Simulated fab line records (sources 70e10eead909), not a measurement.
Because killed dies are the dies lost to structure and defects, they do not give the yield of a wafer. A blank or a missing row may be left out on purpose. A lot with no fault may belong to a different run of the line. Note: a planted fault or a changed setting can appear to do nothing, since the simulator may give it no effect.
Comparing a struck lot with a sound one	flow nand-harc	14 out of 1302 route steps
Sound: wafers L499.2, L499.4, L499.5. Wafers struck: L505.2, L505.5, L505.6. The cause comes at the end.
At each step with rows: each side's tool, then ch and its chambers, then its first start. Under that, the readings that differ: sound wafers	struck wafers	difference of the means	sigmas: that difference in standard deviations of wafers without a fault.
alike: a reading whose means differ by less than 2 such deviations, as well as words and numbers matching on both sides. not compared: withheld readings; readings where some wafer has no value; bounds like >300 that might hide an equal value; numbers whose values overlap and for which the record gives no deviation.
A row with sigmas, a row that says differs or no value, or rows on one side alone: a step with any of these is where the two part. Numbers that have no deviation but don't overlap get no sigmas and don't part them. A reading missing from all wafers of one side parts the sides only when that side holds two or more wafers.

NHARC_A_SGD_CUT_THK_MEAS_22: measures by ellipsometry.
  struck on film-metro-02, day 25 16:08; sound on film-metro-01, day 23 09:52
  alike: thk-nm
then, 2 steps without rows for these wafers: NHARC_A_SGD_CUT_SRD_23; NHARC_A_SGD_CUT_ETCH_26 (etches SiO2 in dHF, target depth 45.8 nm).
NHARC_A_SGD_CUT_ETCHBACK_24: etches the open film in CH3F/O2, target depth 50 nm, time 92.857 s.
  sound on rie-diel-08 ch 1,3, day 23 10:07; struck on rie-diel-13 ch 0,1, day 25 16:23
  alike: drypump-motor-current-A, oes-product-au, rf-vpp-V, showerhead-plenum-p-Torr, throttle-valve-pct
  not compared: rf-hours-counter-h
NHARC_A_SGD_CUT_STRIP_28: strips in O2, time 20 s.
  sound on rie-diel-08 ch 0,1,3, day 23 10:16; struck on rie-diel-13 ch 1,2
reading	sound	struck	difference	sigmas
oes-product-au (a.u.)	1.015 1.012 1.012	0.998 0.994 0.988	-0.020	-2
  alike: drypump-motor-current-A, rf-vpp-V, showerhead-plenum-p-Torr, throttle-valve-pct
  not compared: rf-hours-counter-h
NHARC_A_SGD_CUT_INSPECT_25:
  struck on defect-inspect-02, day 25 16:37; sound on defect-inspect-02, day 23 10:22
  alike: raw-defect-count
NHARC_A_SLIT_DEP_25: deposits SiO2, target thk 200 nm.
  sound on pecvd-04 ch 1,2, day 23 10:31; struck on pecvd-04 ch 0,1, day 25 16:40
  alike: heater-power-w, throttle-valve-pct
NHARC_A_SLIT_DEP_00: deposits aC, target thk 6200 nm.
  sound on acl-dep-01 ch 0, day 23 11:23; struck on acl-dep-01 ch 0, day 25 20:39
  alike: throttle-valve-pct
NHARC_A_SLIT_DEP_23: deposits SiON, target thk 100 nm.
  sound on pecvd-02 ch 0,1,2, day 23 14:31; struck on pecvd-01 ch 1,2, day 25 23:51
  alike: heater-power-w
then, 3 steps without rows for these wafers: NHARC_A_SLIT_DEHYDRATE_01 (time 120 s); NHARC_A_SLIT_HMDS_02 (time 30 s); NHARC_A_SLIT_COAT_03 (resist thk 90 nm).
NHARC_A_SLIT_SOFTBAKE_04: time 55 s.
  sound on litho-track-04 ch 0, day 23 14:00; struck on litho-track-01 ch 0, day 26 00:00
reading	sound	struck	difference	sigmas
heater-power-total-W (W)	188.68 188.46 188.50	183.00 183.10 182.99	-5.52	-39
following that, these wafers have no rows for 1 step: NHARC_A_SLIT_EBR_05.

WHERE THEY PART
Last at NHARC_A_SLIT_SOFTBAKE_04 as far as this record goes, first at NHARC_A_SGD_CUT_STRIP_28.

WHY: the cause the simulator had injected
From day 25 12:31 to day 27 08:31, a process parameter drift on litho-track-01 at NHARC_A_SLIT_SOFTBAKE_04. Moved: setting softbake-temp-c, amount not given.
